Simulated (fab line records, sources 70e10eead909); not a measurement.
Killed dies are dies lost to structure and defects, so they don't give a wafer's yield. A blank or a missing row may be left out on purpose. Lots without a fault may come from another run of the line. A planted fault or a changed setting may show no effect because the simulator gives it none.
Which tool did it? | flow nand_harc | 24 lots, 72 wafers sampled, at 6 steps of a route of 1159

WHAT THE GAUGES READ, wafer by wafer
The record holds no reading of a measuring or inspecting step that can be judged against a usual standard deviation.

WHICH TOOL RAN EACH LOT (tool, then ch and the chambers of the sampled wafers, then the start)
lot  | NHARC_P_M1_DEP_33               | NHARC_P_M2_STRIP_18                | NHARC_P_M2_ETCH_28                            | NHARC_P_M2_ANNEAL_31             | NHARC_P_M2_CMP_23             | NHARC_P_BONDPAD_PVD_17
L074 | pecvd-04 ch 1,2, day 5 18:56    | rie_diel-10 ch 0,2,3, day 5 20:38  | rie_diel-10 ch 0,2,3, day 5 22:04 or earlier  | rtp_anneal-01 ch 0, day 5 22:04  | cmp-02 ch 1,3, day 5 22:26    | pvd_sputter-01, no start
L075 | pecvd-04 ch 0,2, day 6 13:47    | rie_diel-06 ch 1,2,3, day 6 15:32  | rie_diel-06 ch 1,2, day 6 16:58 or earlier    | rtp_anneal-01 ch 0, day 6 16:58  | cmp-01 ch 0,1, day 6 17:16    | pvd_sputter-01, no start
L077 | pecvd-02 ch 0,1, day 6 17:06    | rie_diel-06 ch 0,2, day 6 18:55    | rie_diel-06 ch 0,1,2, day 6 20:25 or earlier  | rtp_anneal-02 ch 0, day 6 20:25  | cmp-03 ch 0,1,2, day 6 20:43  | pvd_sputter-03, no start
L076 | pecvd-04 ch 1,2, day 6 17:35    | rie_diel-06 ch 0,2,3, day 6 19:32  | rie_diel-06 ch 0,1,3, day 6 20:55 or earlier  | rtp_anneal-01 ch 0, day 6 20:55  | cmp-01 ch 0,1,3, day 6 21:14  | pvd_sputter-01, no start
L079 | pecvd-02 ch 1,2, day 7 03:49    | rie_diel-07 ch 0,1,3, day 7 05:37  | rie_diel-07 ch 1,2,3, day 7 07:02 or earlier  | rtp_anneal-01 ch 0, day 7 07:02  | cmp-03 ch 0,2,3, day 7 07:20  | pvd_sputter-02, no start
L078 | pecvd-02 ch 0,1, day 7 04:08    | rie_diel-06 ch 0,2,3, day 7 05:58  | rie_diel-06 ch 1,2,3, day 7 07:22 or earlier  | rtp_anneal-01 ch 0, day 7 07:22  | cmp-02 ch 2,3, day 7 07:39    | pvd_sputter-01, no start
L080 | pecvd-03 ch 1,2, day 7 16:41    | rie_diel-07 ch 1,3, day 7 18:43    | rie_diel-07 ch 1,2, day 7 20:08 or earlier    | rtp_anneal-01 ch 0, day 7 20:08  | cmp-03 ch 0,2,3, day 7 20:27  | pvd_sputter-02, no start
L081 | pecvd-03 ch 0,2, day 7 19:07    | rie_diel-10 ch 0,1,3, day 7 20:55  | rie_diel-10 ch 2,3, day 7 22:16 or earlier    | rtp_anneal-02 ch 0, day 7 22:16  | cmp-01 ch 1,2,3, day 7 22:37  | pvd_sputter-03, no start
L082 | pecvd-02 ch 1,2, day 8 05:19    | rie_diel-10 ch 0,2,3, day 8 07:11  | rie_diel-10 ch 0,2,3, day 8 08:30 or earlier  | rtp_anneal-01 ch 0, day 8 08:30  | cmp-02 ch 1,2, day 8 09:10    | pvd_sputter-03, no start
L084 | pecvd-02 ch 0,1,2, day 8 20:10  | rie_diel-06 ch 2,3, day 8 21:53    | rie_diel-06 ch 0,2,3, day 8 23:22 or earlier  | rtp_anneal-02 ch 0, day 8 23:22  | cmp-01 ch 0,2,3, day 8 23:39  | pvd_sputter-02, no start
L083 | pecvd-04 ch 0,2, day 8 20:42    | rie_diel-06 ch 1,3, day 8 22:23    | rie_diel-06 ch 1,2,3, day 8 23:53 or earlier  | rtp_anneal-02 ch 0, day 8 23:53  | cmp-03 ch 1,2,3, day 9 00:18  | pvd_sputter-02, no start
L085 | pecvd-02 ch 0,2, day 9 11:35    | rie_diel-06 ch 1,2,3, day 9 13:27  | rie_diel-06 ch 1,2,3, day 9 14:54 or earlier  | rtp_anneal-01 ch 0, day 9 14:54  | cmp-03 ch 0,1,3, day 9 15:15  | pvd_sputter-03, no start
L087 | pecvd-02 ch 0,1,2, day 9 17:22  | rie_diel-06 ch 1,3, day 9 19:10    | rie_diel-06 ch 1,2, day 9 20:39 or earlier    | rtp_anneal-01 ch 0, day 9 20:39  | cmp-03 ch 0,2,3, day 9 21:00  | pvd_sputter-01, no start
L086 | pecvd-02 ch 0,1, day 9 18:13    | rie_diel-06 ch 2,3, day 9 20:19    | rie_diel-06 ch 1,3, day 9 21:50 or earlier    | rtp_anneal-01 ch 0, day 9 21:50  | cmp-03 ch 0,2, day 9 22:13    | pvd_sputter-03, no start
L088 | pecvd-04 ch 0,1, day 9 20:58    | rie_diel-07 ch 1,2, day 9 22:51    | rie_diel-07 ch 0,2,3, day 10 00:18 or earlier | rtp_anneal-01 ch 0, day 10 00:18 | cmp-03 ch 1,3, day 10 00:37   | pvd_sputter-03, no start
L089 | pecvd-03 ch 1,2, day 10 08:54   | rie_diel-06 ch 0,1,3, day 10 10:53 | rie_diel-06 ch 0,3, day 10 12:23 or earlier   | rtp_anneal-01 ch 0, day 10 12:23 | cmp-03 ch 0,2, day 10 12:44   | pvd_sputter-01, no start
L090 | pecvd-04 ch 0,1, day 10 10:30   | rie_diel-10 ch 0,2,3, day 10 12:24 | rie_diel-10 ch 1,2, day 10 13:53 or earlier   | rtp_anneal-02 ch 0, day 10 13:53 | cmp-03 ch 0,1, day 10 14:14   | pvd_sputter-02, no start
L091 | pecvd-03 ch 0,1,2, day 10 12:39 | rie_diel-06 ch 0,1,3, day 10 14:41 | rie_diel-06 ch 0,1,3, day 10 16:09 or earlier | rtp_anneal-02 ch 0, day 10 16:09 | cmp-03 ch 1,2,3, day 10 16:34 | pvd_sputter-02, no start
L092 | pecvd-02 ch 0,2, day 10 12:58   | rie_diel-10 ch 0,1,3, day 10 14:49 | rie_diel-10 ch 1,2,3, day 10 16:33 or earlier | rtp_anneal-01 ch 0, day 10 16:33 | cmp-03 ch 0,1,2, day 10 16:56 | pvd_sputter-01, no start
L093 | pecvd-03 ch 0,1,2, day 11 00:19 | rie_diel-07 ch 0,1, day 11 01:57   | rie_diel-07 ch 1,2, day 11 03:22 or earlier   | rtp_anneal-02 ch 0, day 11 03:22 | cmp-03 ch 1,2,3, day 11 03:47 | pvd_sputter-02, no start
L095 | pecvd-04 ch 1,2, day 11 00:58   | rie_diel-07 ch 0,1,3, day 11 02:40 | rie_diel-07 ch 0,1,3, day 11 04:03 or earlier | rtp_anneal-01 ch 0, day 11 04:03 | cmp-01 ch 1,2,3, day 11 04:24 | pvd_sputter-02, no start
L094 | pecvd-02 ch 1,2, day 11 01:27   | rie_diel-07 ch 0,2,3, day 11 03:16 | rie_diel-07 ch 0,1,3, day 11 04:40 or earlier | rtp_anneal-02 ch 0, day 11 04:40 | cmp-03 ch 0,1,3, day 11 05:01 | pvd_sputter-01, no start
L096 | pecvd-02 ch 0,1,2, day 11 13:05 | rie_diel-10 ch 0,3, day 11 14:54   | rie_diel-10 ch 0,1,2, day 11 16:28 or earlier | rtp_anneal-02 ch 0, day 11 16:28 | cmp-02 ch 1,2, day 11 16:46   | pvd_sputter-03, no start
L097 | pecvd-02 ch 0,1, day 11 15:52   | rie_diel-06 ch 1,3, day 11 17:43   | rie_diel-06 ch 0,2,3, day 11 19:10 or earlier | rtp_anneal-02 ch 0, day 11 19:10 | cmp-03 ch 1,2, day 11 19:29   | pvd_sputter-02, no start
- NHARC_P_M1_DEP_33: deposits SiCN, target thk 30 nm.
- NHARC_P_M2_STRIP_18: strips in N2/H2.
- NHARC_P_M2_ETCH_28: etches the open film in CF4/N2, target depth 30 nm, time 72.99 s.
- NHARC_P_M2_ANNEAL_31: time 90 s.
- NHARC_P_M2_CMP_23: polishes, t overpolish 20 s, target thk 144.3 nm.
- NHARC_P_BONDPAD_PVD_17: deposits TaN, target thk 5 nm, time 8.06 s.

WHAT THE TOOLS THEMSELVES READ (means of the sampled wafers that have a number; where no wafer has one, the mark that the record gives instead)
NHARC_P_M1_DEP_33.
lot  | tool     | heater_power_outer_w (W) | heater_power_w (W)
L074 | pecvd-04 | 271                      | 524
L075 | pecvd-04 | 307                      | 583
L077 | pecvd-02 | 309                      | 559
L076 | pecvd-04 | 296                      | 561
L079 | pecvd-02 | 297                      | 570
L078 | pecvd-02 | 362                      | 622
L080 | pecvd-03 | 359                      | 636
L081 | pecvd-03 | 390                      | 684
L082 | pecvd-02 | 352                      | 632
L084 | pecvd-02 | 341                      | 616
L083 | pecvd-04 | 308                      | 544
L085 | pecvd-02 | 305                      | 590
L087 | pecvd-02 | 315                      | 580
L086 | pecvd-02 | 330                      | 603
L088 | pecvd-04 | 327                      | 590
L089 | pecvd-03 | 345                      | 629
L090 | pecvd-04 | 337                      | 583
L091 | pecvd-03 | 329                      | 599
L092 | pecvd-02 | 273                      | 539
L093 | pecvd-03 | 336                      | 629
L095 | pecvd-04 | 373                      | 664
L094 | pecvd-02 | 371                      | 658
L096 | pecvd-02 | 349                      | 612
L097 | pecvd-02 | 351                      | 613

NHARC_P_M2_STRIP_18.
lot  | tool        | chamber_pressure_mTorr (mTorr) | drypump_motor_current_A (A) | n2_flow_sccm (sccm) | oes_product_au (a.u.) | rf_vpp_V (V) | showerhead_plenum_p_Torr (Torr) | throttle_valve_pct (%)
L074 | rie_diel-10 | 29.973                         | 5.9                         | 149.9               | 0.993                 | 89.7         | 1.94                            | 14.171
L075 | rie_diel-06 | 30.017                         | 5.6                         | 150.2               | 1.009                 | 91.2         | 2.13                            | 14.166
L077 | rie_diel-06 | 29.991                         | 5.3                         | 150.0               | 1.002                 | 90.5         | 2.16                            | 14.173
L076 | rie_diel-06 | 29.975                         | 5.5                         | 149.9               | 1.012                 | 90.7         | 2.11                            | 14.166
L079 | rie_diel-07 | 29.993                         | 6.2                         | 149.7               | 0.992                 | 90.3         | 2.07                            | 14.170
L078 | rie_diel-06 | 30.007                         | 5.5                         | 149.8               | 1.007                 | 90.5         | 2.11                            | 14.171
L080 | rie_diel-07 | 30.017                         | 6.1                         | 150.2               | 0.997                 | 91.0         | 2.03                            | 14.165
L081 | rie_diel-10 | 29.975                         | 5.6                         | 150.1               | 0.994                 | 89.9         | 2.00                            | 14.179
L082 | rie_diel-10 | 30.000                         | 5.9                         | 149.8               | 1.000                 | 90.2         | 1.93                            | 14.176
L084 | rie_diel-06 | 30.015                         | 5.8                         | 149.2               | 1.010                 | 90.8         | 2.11                            | 14.167
L083 | rie_diel-06 | 29.981                         | 5.6                         | 150.1               | 0.984                 | 91.2         | 2.09                            | 14.179
L085 | rie_diel-06 | 29.998                         | 5.6                         | 149.6               | 1.005                 | 90.7         | 2.12                            | 14.176
L087 | rie_diel-06 | 29.995                         | 5.5                         | 150.2               | 1.000                 | 91.4         | 2.09                            | 14.172
L086 | rie_diel-06 | 29.987                         | 5.8                         | 150.0               | 1.006                 | 91.5         | 2.11                            | 14.163
L088 | rie_diel-07 | 30.018                         | 6.0                         | 150.2               | 1.004                 | 89.8         | 1.97                            | 14.179
L089 | rie_diel-06 | 30.025                         | 5.4                         | 149.7               | 0.998                 | 90.8         | 2.08                            | 14.178
L090 | rie_diel-10 | 30.017                         | 5.9                         | 149.9               | 0.989                 | 92.1         | 2.15                            | 14.170
L091 | rie_diel-06 | 30.026                         | 5.4                         | 149.8               | 0.999                 | 90.1         | 2.08                            | 14.175
L092 | rie_diel-10 | 29.994                         | 5.6                         | 150.0               | 0.986                 | 91.1         | 2.10                            | 14.172
L093 | rie_diel-07 | 30.000                         | 6.3                         | 149.9               | 0.980                 | 90.6         | 2.09                            | 14.170
L095 | rie_diel-07 | 30.002                         | 6.2                         | 149.6               | 0.994                 | 90.0         | 2.06                            | 14.171
L094 | rie_diel-07 | 30.006                         | 5.9                         | 149.6               | 0.982                 | 90.9         | 2.04                            | 14.180
L096 | rie_diel-10 | 29.959                         | 5.7                         | 150.7               | 0.992                 | 90.6         | 2.08                            | 14.171
L097 | rie_diel-06 | 30.005                         | 5.5                         | 149.6               | 0.988                 | 90.7         | 2.09                            | 14.175

NHARC_P_M2_ETCH_28.
lot  | tool        | chamber_pressure_mTorr (mTorr) | drypump_motor_current_A (A) | n2_flow_sccm (sccm) | oes_product_au (a.u.) | rf_vpp_V (V) | showerhead_plenum_p_Torr (Torr) | throttle_valve_pct (%)
L074 | rie_diel-10 | 30.01                          | 5.9                         | 99.89               | 0.994                 | 311.6        | 2.51                            | 19.791
L075 | rie_diel-06 | 29.97                          | 5.4                         | 100.13              | 0.999                 | 316.4        | 2.78                            | 19.796
L077 | rie_diel-06 | 30.00                          | 5.2                         | 100.02              | 1.005                 | 315.9        | 2.73                            | 19.791
L076 | rie_diel-06 | 30.02                          | 5.4                         | 100.17              | 1.009                 | 315.1        | 2.68                            | 19.788
L079 | rie_diel-07 | 29.98                          | 5.9                         | 99.84               | 0.994                 | 313.9        | 2.58                            | 19.804
L078 | rie_diel-06 | 30.01                          | 5.6                         | 100.07              | 1.000                 | 314.8        | 2.73                            | 19.801
L080 | rie_diel-07 | 29.98                          | 6.0                         | 100.05              | 0.999                 | 312.8        | 2.56                            | 19.798
L081 | rie_diel-10 | 30.02                          | 6.1                         | 99.90               | 1.000                 | 311.1        | 2.45                            | 19.800
L082 | rie_diel-10 | 29.99                          | 5.9                         | 100.14              | 1.004                 | 312.4        | 2.50                            | 19.793
L084 | rie_diel-06 | 30.02                          | 5.5                         | 100.00              | 1.010                 | 315.9        | 2.72                            | 19.791
L083 | rie_diel-06 | 29.99                          | 5.6                         | 100.20              | 0.998                 | 315.5        | 2.73                            | 19.790
L085 | rie_diel-06 | 30.00                          | 5.5                         | 99.81               | 1.001                 | 316.1        | 2.73                            | 19.788
L087 | rie_diel-06 | 30.00                          | 5.3                         | 99.86               | 1.003                 | 316.5        | 2.74                            | 19.787
L086 | rie_diel-06 | 29.98                          | 5.8                         | 100.44              | 1.001                 | 314.6        | 2.68                            | 19.787
L088 | rie_diel-07 | 30.01                          | 5.9                         | 99.58               | 1.000                 | 313.6        | 2.63                            | 19.794
L089 | rie_diel-06 | 30.01                          | 5.3                         | 99.96               | 0.996                 | 314.4        | 2.66                            | 19.788
L090 | rie_diel-10 | 30.00                          | 6.3                         | 100.14              | 1.001                 | 317.4        | 2.78                            | 19.786
L091 | rie_diel-06 | 30.00                          | 5.4                         | 100.07              | 1.005                 | 314.0        | 2.68                            | 19.790
L092 | rie_diel-10 | 30.03                          | 5.8                         | 99.84               | 1.002                 | 316.1        | 2.78                            | 19.798
L093 | rie_diel-07 | 30.01                          | 5.7                         | 100.16              | 0.996                 | 312.6        | 2.52                            | 19.784
L095 | rie_diel-07 | 30.00                          | 6.2                         | 100.07              | 0.994                 | 315.4        | 2.66                            | 19.793
L094 | rie_diel-07 | 30.00                          | 6.2                         | 99.86               | 0.983                 | 314.0        | 2.66                            | 19.780
L096 | rie_diel-10 | 30.01                          | 6.1                         | 100.00              | 0.995                 | 315.0        | 2.69                            | 19.792
L097 | rie_diel-06 | 29.99                          | 5.5                         | 99.98               | 0.993                 | 316.1        | 2.72                            | 19.795

NHARC_P_M2_ANNEAL_31.
lot  | tool          | wafer_temp_C_max
L074 | rtp_anneal-01 | 226.44
L075 | rtp_anneal-01 | 226.36
L077 | rtp_anneal-02 | 226.14
L076 | rtp_anneal-01 | 226.34
L079 | rtp_anneal-01 | 226.38
L078 | rtp_anneal-01 | 226.23
L080 | rtp_anneal-01 | 226.24
L081 | rtp_anneal-02 | 226.25
L082 | rtp_anneal-01 | 226.02
L084 | rtp_anneal-02 | 225.90
L083 | rtp_anneal-02 | 226.08
L085 | rtp_anneal-01 | 226.27
L087 | rtp_anneal-01 | 226.25
L086 | rtp_anneal-01 | 226.12
L088 | rtp_anneal-01 | 226.23
L089 | rtp_anneal-01 | 226.43
L090 | rtp_anneal-02 | 226.20
L091 | rtp_anneal-02 | 226.14
L092 | rtp_anneal-01 | 226.36
L093 | rtp_anneal-02 | 225.95
L095 | rtp_anneal-01 | 226.19
L094 | rtp_anneal-02 | 226.01
L096 | rtp_anneal-02 | 226.08
L097 | rtp_anneal-02 | 226.35

NHARC_P_M2_CMP_23.
lot  | tool   | motor_current_A (A) | time_to_endpoint_s (s)
L074 | cmp-02 | 10.8                | 26.9
L075 | cmp-01 | 10.8                | 28.5
L077 | cmp-03 | 11.4                | 29.4
L076 | cmp-01 | 11.5                | 25.9
L079 | cmp-03 | 10.6                | 27.8
L078 | cmp-02 | 10.8                | 27.1
L080 | cmp-03 | 11.2                | 27.8
L081 | cmp-01 | 11.5                | 30.9
L082 | cmp-02 | 12.5                | 27.1
L084 | cmp-01 | 11.9                | 24.2
L083 | cmp-03 | 11.7                | 27.1
L085 | cmp-03 | 11.5                | 26.4
L087 | cmp-03 | 11.2                | 27.0
L086 | cmp-03 | 10.9                | 27.3
L088 | cmp-03 | 12.1                | 27.5
L089 | cmp-03 | 11.2                | 28.3
L090 | cmp-03 | 11.2                | 28.0
L091 | cmp-03 | 11.5                | 27.3
L092 | cmp-03 | 11.6                | 29.1
L093 | cmp-03 | 11.7                | 27.2
L095 | cmp-01 | 11.6                | 27.6
L094 | cmp-03 | 11.8                | 27.1
L096 | cmp-02 | 12.7                | 28.9
L097 | cmp-03 | 12.2                | 27.4

NHARC_P_BONDPAD_PVD_17.
lot  | tool           | throttle_valve_pct (%)
L074 | pvd_sputter-01 | 29.2
L075 | pvd_sputter-01 | 28.7
L077 | pvd_sputter-03 | 30.3
L076 | pvd_sputter-01 | 28.5
L079 | pvd_sputter-02 | 30.3
L078 | pvd_sputter-01 | 28.9
L080 | pvd_sputter-02 | 29.2
L081 | pvd_sputter-03 | 29.7
L082 | pvd_sputter-03 | 28.5
L084 | pvd_sputter-02 | 30.3
L083 | pvd_sputter-02 | 29.2
L085 | pvd_sputter-03 | 29.2
L087 | pvd_sputter-01 | 29.0
L086 | pvd_sputter-03 | 30.1
L088 | pvd_sputter-03 | 29.4
L089 | pvd_sputter-01 | 30.1
L090 | pvd_sputter-02 | 28.9
L091 | pvd_sputter-02 | 30.2
L092 | pvd_sputter-01 | 29.6
L093 | pvd_sputter-02 | 30.7
L095 | pvd_sputter-02 | 29.7
L094 | pvd_sputter-01 | 29.5
L096 | pvd_sputter-03 | 30.1
L097 | pvd_sputter-02 | 29.1

THE ANSWER, worked out from the rows above alone
Rule: what is usual is taken from the lots themselves. Put in order of their means at a reading, lots are off if they are a third of the lots or fewer, leave a main group of 4 or more, and stand apart from it by a gap of 3 or more times the standard deviation of the main group's means; of several such gaps the widest counts. A main group whose means are all the same, to the digits that the tables above print for the reading, isn't used. A lot without any number at a reading at which 4 lots or more have one is off too. The other lots that the step has rows for count as sound. The gauges are gone through in route order, then the tools' own readings, and for those a lot's mean is taken as printed above. The first step at which some lot is off is used, and at that step the reading that is off furthest; a lot without a number counts as furthest.
No lot is off at any reading shown: from this, nothing can be told.

WHAT THE SIMULATOR HAD PUT IN
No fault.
